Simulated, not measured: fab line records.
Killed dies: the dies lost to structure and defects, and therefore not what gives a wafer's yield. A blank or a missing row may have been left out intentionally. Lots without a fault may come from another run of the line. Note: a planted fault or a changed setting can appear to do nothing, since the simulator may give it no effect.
Chamber matching + flow nandHarc + rieSi-05 running NHARC_P_GATE_ETCH_32: 4 sister chambers
The step etches the open film in HBr/Cl2, target depth 150 nm, time 100.1 s. 8 wafers are shown with their chamber, then 9 later ones without.

== WAFERS, EACH WITH ITS CHAMBER ==
| wafer  | chamber | drypumpMotorCurrentA (A) | oesProductAu (a.u.) |
|--------|---------|--------------------------|---------------------|
| L080.5 | 0       | 5.4                      | 1.025               |
| L081.1 | 2       | 6.2                      | 1.025               |
| L081.3 | 3       | 5.7                      | 1.011               |
| L083.5 | 1       | 6.0                      | 1.017               |
| L083.6 | 0       | 5.4                      | 1.020               |
| L087.1 | 3       | 5.7                      | 1.005               |
| L087.2 | 1       | 6.1                      | 1.008               |
| L087.4 | 2       | 6.2                      | 1.015               |

== WAFERS WITHOUT THEIR CHAMBER ==
| wafer  | drypumpMotorCurrentA (A) | oesProductAu (a.u.) |
|--------|--------------------------|---------------------|
| L092.1 | 5.6                      | 1.022               |
| L092.2 | 5.4                      | 1.028               |
| L092.5 | 5.4                      | 1.037               |
| L093.1 | 6.2                      | 1.022               |
| L093.2 | 6.1                      | 0.998               |
| L093.5 | 5.4                      | 1.034               |
| L096.1 | 5.7                      | 0.996               |
| L096.3 | 6.2                      | 1.023               |
| L096.4 | 6.1                      | 1.003               |

== WHICH CHAMBER EACH ONE RAN IN ==
| wafer  | from the rows above     | in truth |
|--------|-------------------------|----------|
| L092.1 | can't be placed: 3 or 0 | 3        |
| L092.2 | 0                       | 0        |
| L092.5 | 0                       | 0        |
| L093.1 | 2                       | 2        |
| L093.2 | can't be placed: 1 or 2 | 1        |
| L093.5 | 0                       | 0        |
| L096.1 | 3                       | 3        |
| L096.3 | 2                       | 2        |
| L096.4 | can't be placed: 1 or 2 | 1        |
Correctly placed: 6 of 9. From these rows, 3 cannot be placed; in 3 the true chamber is one of the candidates. Placed wrongly: 0.
How it was worked out, from the rows above alone: a wafer's distance from a chamber is the root of the sum, over the readings, of the square of ((its reading less the chamber's mean) divided by the reading's scatter). If the next closest chamber is less than 2 further off than the closest, the wafer can't be placed; otherwise it belongs to the closest. A chamber's mean is the mean of its shown wafers. The scatter is the square root of a quotient: the sum, over the shown wafers, of each reading's squared deviation from its chamber's mean, divided by wafers minus chambers.
